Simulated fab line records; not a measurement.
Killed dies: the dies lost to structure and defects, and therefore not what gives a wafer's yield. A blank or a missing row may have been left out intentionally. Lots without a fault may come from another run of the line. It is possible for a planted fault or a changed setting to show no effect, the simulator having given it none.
What tool caused it?	flow nand_harc	39 wafers from 13 lots sampled at 5 of the route's 1159 steps

== WHAT THE GAUGES READ, wafer by wafer ==
NHARC_END_SORT_01.
lot	measured	on	defect_limited_yield (%)	killed_at_array	killed_at_other	killed_at_periphery	killed_dies	killed_open	killed_short	sort_bin_2_pct (%)	sort_bin_3_pct (%)	sort_bin_4_pct (%)	sort_n_pass	sort_rim_yield_pct (%)	sort_yield_pct (%)
L710	day 22 13:22	prober-02	94.8 0 0	30 33 23	2 640 650	3 4 4	35 677 677	1 2 1	3 2 2	2.5 96.0 96.6	0.44 0.30 0.30	2.2 3.7 3.1	642 0 0	91.5 0 0	94.8 0 0
L714	day 22 12:31	prober-01	97.3 97.3 96.9	15 8 8	0 1 7	3 9 6	18 18 21	5 2 2	0 1 0	1.0 0.7 1.2	0.15 0.44 0	1.5 1.5 1.9	659 659 656	95.3 95.3 97.2	97.3 97.3 96.9
L713	day 22 19:32	prober-01	94.2 92.9 95.9	30 40 28	2 0 0	7 8 0	39 48 28	4 5 4	1 2 0	1.2 2.5 1.5	0.15 0.30 0.30	4.4 4.3 2.4	638 629 649	96.2 92.5 93.4	94.2 92.9 95.9
L712	day 23 00:34	prober-02	95.9 96.2 0	24 20 13	0 2 659	4 4 5	28 26 677	3 6 6	4 1 2	1.2 1.3 98.1	0.44 0.15 0.30	2.5 2.4 1.6	649 651 0	86.8 94.3 0	95.9 96.2 0
L720	day 23 16:56	prober-01	93.6 95.3 96.3	40 30 25	0 0 0	3 2 0	43 32 25	5 5 2	2 3 2	2.1 1.0 0.9	0.30 0.59 0.15	4.0 3.1 2.7	634 645 652	92.5 99.1 93.4	93.6 95.3 96.3
L717	day 23 23:44	prober-02	97.0 96.9 97.9	16 16 13	2 0 0	2 5 1	20 21 14	6 6 2	3 2 3	0.6 1.0 0.3	0 0.15 0.30	2.4 1.9 1.5	657 656 663	93.4 99.1 98.1	97.0 96.9 97.9

== EACH LOT AND THE TOOL THAT RAN IT (in order: tool; ch and the chambers of the sampled wafers; start) ==
lot	NHARC_A_BONDPAD_CMP_19	NHARC_THIN_TSV_DEP_43	NHARC_THIN_TSV_STRIP_62	NHARC_THIN_TSV_ECD_20
L702	cmp-01 ch 1,2, day 18 10:07	pecvd-04 ch 0,1,2, day 18 22:21	plasma_asher-01 ch 0,1, day 19 01:58	ecd_cu-02 ch 0,1, day 19 02:34
L701	cmp-03 ch 1,2,3, day 18 13:04	pecvd-01 ch 0,2, day 18 23:35	plasma_asher-01 ch 0,1, day 19 02:54	ecd_cu-02 ch 0,1, day 19 03:38
L703	cmp-01 ch 1,2, day 18 14:34	pecvd-03 ch 0,1,2, day 19 05:44	plasma_asher-01 ch 0, day 19 09:19	ecd_cu-01 ch 1, day 19 09:58
L706	cmp-03 ch 1,2, day 18 17:49	pecvd-04 ch 0,1, day 19 07:01	plasma_asher-02 ch 0,1, day 19 10:36	ecd_cu-01 ch 0,1, day 19 11:19
L704	cmp-03 ch 1,2,3, day 19 00:25	pecvd-01 ch 0,1,2, day 19 15:13	plasma_asher-02 ch 0,1, day 19 18:30	ecd_cu-02 ch 0, day 19 19:13
L700	cmp-03 ch 0,1, day 19 13:23	pecvd-01 ch 0,2, day 20 01:35	plasma_asher-02 ch 0,1, day 20 05:01	ecd_cu-02 ch 0,1, day 20 05:38
L710	cmp-03 ch 1,3, day 21 05:05	pecvd-04 ch 0,1, day 21 19:30	plasma_asher-02 ch 0,1, day 21 23:08	ecd_cu-02 ch 0,1, day 21 23:56
L714	cmp-01 ch 0,1,2, day 21 09:28	pecvd-01 ch 0,1,2, day 21 20:33	plasma_asher-01 ch 0,1, day 22 00:05	ecd_cu-01 ch 0,1, day 22 00:48
L713	cmp-04 ch 1,3, day 21 11:23	pecvd-01 ch 0,2, day 21 23:37	plasma_asher-02 ch 1, day 22 03:14	ecd_cu-01 ch 0,1, day 22 03:56
L712	cmp-01 ch 0,1,3, day 21 15:43	pecvd-01 ch 0,2, day 22 08:14	plasma_asher-01 ch 0,1, day 22 12:19	ecd_cu-02 ch 0,1, day 22 12:57
L720	cmp-04 ch 0,1,3, day 22 12:36	pecvd-01 ch 1,2, day 23 00:31	plasma_asher-02 ch 0,1, day 23 03:57	ecd_cu-01 ch 0,1, day 23 04:55
L717	cmp-01 ch 0,1, day 22 16:05	pecvd-03 ch 0,1,2, day 23 04:35	plasma_asher-01 ch 0,1, day 23 08:16	ecd_cu-01 ch 0, day 23 08:59
L718	cmp-01 ch 0,1,2, day 22 19:27	pecvd-01 ch 0,2, day 23 06:08	plasma_asher-01 ch 0,1, day 23 09:31	ecd_cu-01 ch 0,1, day 23 10:14
- NHARC_A_BONDPAD_CMP_19: polishes, t overpolish 30 s, cu recess touch 16 s, target thk 169.8 nm.
- NHARC_THIN_TSV_DEP_43: deposits SiO2, target thk 1328.5 nm.
- NHARC_THIN_TSV_STRIP_62: strips in N2/H2, time 20 s.
- NHARC_THIN_TSV_ECD_20: material Cu, target thk 2000 nm.

== WHAT THE TOOLS THEMSELVES READ (means of the sampled wafers that have a number; where no wafer has one, the mark that the record gives instead) ==
NHARC_A_BONDPAD_CMP_19.
lot	tool	motor_current_A (A)	overpolish_run_s (s)	retaining_ring_pressure_frac	slurry_filter_dp_kPa (kPa)
L702	cmp-01	12.0	30.002	1.003	13.50
L701	cmp-03	12.3	30.000	1.001	13.58
L703	cmp-01	11.6	29.997	1.002	13.56
L706	cmp-03	12.2	30.005	0.997	13.48
L704	cmp-03	12.7	29.990	1.001	13.55
L700	cmp-03	12.6	29.993	1.004	13.60
L710	cmp-03	11.7	30.007	1.002	13.47
L714	cmp-01	11.5	30.003	1.000	13.41
L713	cmp-04	11.7	29.992	0.998	13.52
L712	cmp-01	12.2	29.999	0.995	13.48
L720	cmp-04	11.8	29.999	0.995	13.41
L717	cmp-01	11.7	29.996	1.002	13.36
L718	cmp-01	11.4	30.011	0.999	13.40

NHARC_THIN_TSV_DEP_43.
lot	tool	throttle_valve_pct (%)
L702	pecvd-04	16.2
L701	pecvd-01	16.1
L703	pecvd-03	15.5
L706	pecvd-04	16.3
L704	pecvd-01	15.7
L700	pecvd-01	15.7
L710	pecvd-04	16.3
L714	pecvd-01	15.9
L713	pecvd-01	15.7
L712	pecvd-01	15.9
L720	pecvd-01	15.6
L717	pecvd-03	15.4
L718	pecvd-01	16.3

NHARC_THIN_TSV_STRIP_62.
lot	tool	drypump_motor_current_A (A)	heater_power_w (W)	temp_c (C)
L702	plasma_asher-01	5.8	335	249.91
L701	plasma_asher-01	5.9	342	250.08
L703	plasma_asher-01	6.1	334	250.23
L706	plasma_asher-02	5.8	385	250.04
L704	plasma_asher-02	5.5	364	250.17
L700	plasma_asher-02	5.5	365	250.09
L710	plasma_asher-02	5.8	380	249.95
L714	plasma_asher-01	5.8	330	250.00
L713	plasma_asher-02	5.3	339	249.94
L712	plasma_asher-01	5.8	326	249.92
L720	plasma_asher-02	5.8	391	249.73
L717	plasma_asher-01	5.8	325	250.16
L718	plasma_asher-01	5.6	329	250.02

== THE ANSWER, worked out from the rows above alone ==
Rule: what is usual is taken from the lots themselves. The widest of any qualifying gaps counts: lots, ordered by their means at a reading, are off when they make up no more than a third of the lots, leave a main group of 4 or more, and stand apart from it by 3 or more times the standard deviation of that group's means. A main group is skipped when, at the precision printed for the reading in the tables above, its means are all equal. Also off: a lot with no number at a reading for which 4 or more lots have one. Where the step has rows for the other lots, those lots are counted as sound. First the gauges in route order, then the tools' own readings, where a lot's mean is used as printed above. At the first step where some lot is off, the reading lying furthest off is the one used; lots without a number count as furthest.
Off, at NHARC_END_SORT_01 on killed_at_other: L710, L712. For the main group the mean is 1.0 and the standard deviation 1. Neither off nor sound, because the step has no rows for them: L702, L701, L703, L706, L704, L700, L718.
If a tool, at a process step before that reading, ran all the lots that are off and no sound lot after the first of them, it fits. The gauges at NHARC_END_SORT_01 are tried like those tools. One candidate fits, namely ecd_cu-02 at NHARC_THIN_TSV_ECD_20. It ran no sound lot before its first lot that is off in this sample, so the start can't be narrowed down.

== WHAT WAS PUT IN BY THE SIMULATOR ==
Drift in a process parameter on ecd_cu-02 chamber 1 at NHARC_THIN_TSV_ECD_20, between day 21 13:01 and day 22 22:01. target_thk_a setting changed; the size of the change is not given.
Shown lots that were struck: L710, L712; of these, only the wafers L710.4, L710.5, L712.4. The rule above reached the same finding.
